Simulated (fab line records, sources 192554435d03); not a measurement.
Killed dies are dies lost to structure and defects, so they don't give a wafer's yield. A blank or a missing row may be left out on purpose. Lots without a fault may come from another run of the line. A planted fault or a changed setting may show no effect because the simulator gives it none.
Chamber matching | flow n5_finfet | N5_SD_EPI_N_ETCH_34 on rie_diel-04: 4 sister chambers
The step etches SiARC in CF4, target depth 45.5 nm, time 75.8 s. 22 wafers are shown with their chamber, then 11 later ones without.

WAFERS WITH THEIR CHAMBER
wafer  | chamber | drypump_motor_current_A (A) | showerhead_plenum_p_Torr (Torr) | throttle_valve_pct (%)
L074.1 | 0       | 5.4                         | 2.13                            | 15.56
L074.3 | 1       | 5.7                         | 2.24                            | 15.77
L074.5 | 3       | 6.1                         | 2.12                            | 15.69
L080.1 | 2       | 5.1                         | 2.14                            | 15.84
L080.2 | 0       | 5.4                         | 2.12                            | 15.59
L080.6 | 2       | 5.1                         | 2.14                            | 15.85
L083.1 | 2       | 5.2                         | 2.14                            | 15.83
L083.3 | 1       | 5.7                         | 2.24                            | 15.81
L083.5 | 1       | 5.7                         | 2.24                            | 15.79
L086.2 | 2       | 5.2                         | 2.14                            | 15.87
L086.4 | 1       | 5.7                         | 2.23                            | 15.82
L086.6 | 3       | 6.0                         | 2.12                            | 15.74
L087.2 | 2       | 5.1                         | 2.13                            | 15.88
L087.3 | 3       | 6.1                         | 2.12                            | 15.74
L087.4 | 0       | 5.4                         | 2.12                            | 15.63
L089.1 | 1       | 5.7                         | 2.23                            | 15.82
L089.3 | 0       | 5.4                         | 2.12                            | 15.61
L089.4 | 3       | 6.0                         | 2.11                            | 15.74
L091.1 | 1       | 5.7                         | 2.23                            | 15.83
L091.2 | 2       | 5.1                         | 2.13                            | 15.88
L091.5 | 2       | 5.1                         | 2.13                            | 15.89
L092.1 | 3       | 6.0                         | 2.11                            | 15.77

SIGNATURES (means of the wafers above)
reading                  | chamber 0 | chamber 1 | chamber 2 | chamber 3 | scatter within a chamber
drypump_motor_current_A  | 5.400     | 5.700     | 5.129     | 6.040     | 0.0382
showerhead_plenum_p_Torr | 2.1225    | 2.2350    | 2.1357    | 2.1160    | 0.00536
throttle_valve_pct       | 15.5975   | 15.8067   | 15.8629   | 15.7360   | 0.0255
Rule: a wafer's distance from a chamber is the root of the sum, over the readings, of the square of ((its reading less the chamber's mean) divided by the reading's scatter). The wafer belongs to the nearest chamber; if the next one is less than 2 further off, it can't be placed. The scatter: the root of (the sum of the squares of (reading less its chamber's mean) over the shown wafers, divided by (wafers less chambers)).

WAFERS WITHOUT THEIR CHAMBER
wafer  | drypump_motor_current_A (A) | showerhead_plenum_p_Torr (Torr) | throttle_valve_pct (%)
L092.4 | 5.2                         | 2.13                            | 15.89
L092.5 | 5.2                         | 2.13                            | 15.88
L093.1 | 5.2                         | 2.13                            | 15.91
L093.2 | 5.7                         | 2.23                            | 15.85
L093.5 | 5.7                         | 2.23                            | 15.84
L094.2 | 5.7                         | 2.23                            | 15.84
L094.3 | 5.1                         | 2.13                            | 15.88
L094.5 | 5.1                         | 2.13                            | 15.88
L095.2 | 5.4                         | 2.11                            | 15.65
L095.4 | 5.7                         | 2.23                            | 15.85
L095.6 | 5.1                         | 2.13                            | 15.92

WHICH CHAMBER EACH WENT THROUGH
wafer  | from the rows above | in truth
L092.4 | 2                   | 2
L092.5 | 2                   | 2
L093.1 | 2                   | 2
L093.2 | 1                   | 1
L093.5 | 1                   | 1
L094.2 | 1                   | 1
L094.3 | 2                   | 2
L094.5 | 2                   | 2
L095.2 | 0                   | 0
L095.4 | 1                   | 1
L095.6 | 2                   | 2
Placed correctly: 11 of 11. Can't be placed from these rows: 0. Placed wrongly: 0.
